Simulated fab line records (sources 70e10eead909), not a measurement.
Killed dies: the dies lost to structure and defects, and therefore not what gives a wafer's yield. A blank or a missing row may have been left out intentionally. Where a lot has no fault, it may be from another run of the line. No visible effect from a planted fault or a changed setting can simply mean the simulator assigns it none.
Chamber matching / flow nand_harc / NHARC_A_CHANNEL_HOLE_D1_ETCH_38 on rie_diel-12: 4 sister chambers
The step etches the open film in CF4, target depth 39 nm, time 65 s. 4 wafers are shown with their chamber, then 12 later ones without.

WAFERS, EACH WITH ITS CHAMBER
wafer=L500.4; chamber=3; drypump_motor_current_A (A)=6.1
wafer=L502.2; chamber=2; drypump_motor_current_A (A)=5.7
wafer=L502.3; chamber=0; drypump_motor_current_A (A)=6.5
wafer=L502.5; chamber=1; drypump_motor_current_A (A)=5.1

WAFERS WHOSE CHAMBER IS MISSING
wafer=L504.1; drypump_motor_current_A (A)=5.7
wafer=L504.2; drypump_motor_current_A (A)=5.1
wafer=L504.3; drypump_motor_current_A (A)=6.5
wafer=L505.4; drypump_motor_current_A (A)=5.7
wafer=L505.5; drypump_motor_current_A (A)=5.7
wafer=L505.6; drypump_motor_current_A (A)=6.1
wafer=L510.1; drypump_motor_current_A (A)=6.0
wafer=L510.2; drypump_motor_current_A (A)=6.5
wafer=L510.4; drypump_motor_current_A (A)=5.7
wafer=L515.1; drypump_motor_current_A (A)=5.7
wafer=L515.2; drypump_motor_current_A (A)=6.5
wafer=L515.4; drypump_motor_current_A (A)=5.1

WHICH CHAMBER EACH WENT THROUGH
wafer=L504.1; from the rows above=2; in truth=2
wafer=L504.2; from the rows above=1; in truth=1
wafer=L504.3; from the rows above=0; in truth=0
wafer=L505.4; from the rows above=2; in truth=2
wafer=L505.5; from the rows above=2; in truth=2
wafer=L505.6; from the rows above=3; in truth=3
wafer=L510.1; from the rows above=3; in truth=3
wafer=L510.2; from the rows above=0; in truth=0
wafer=L510.4; from the rows above=2; in truth=2
wafer=L515.1; from the rows above=2; in truth=2
wafer=L515.2; from the rows above=0; in truth=0
wafer=L515.4; from the rows above=1; in truth=1
12 of 12 placed correctly. Left unplaced by these rows: 0. Placed wrongly: 0.
How it was worked out, from the rows above alone: a wafer's distance from a chamber is the root of the sum, over the readings, of the square of ((its reading less the chamber's mean) divided by the reading's scatter). If the next closest chamber is less than 2 further off than the closest, the wafer can't be placed; otherwise it belongs to the closest. A chamber's mean is the mean of its shown wafers. The scatter: root of mean squared gap, hidden wafer to nearest shown wafer, with one shown wafer a chamber.
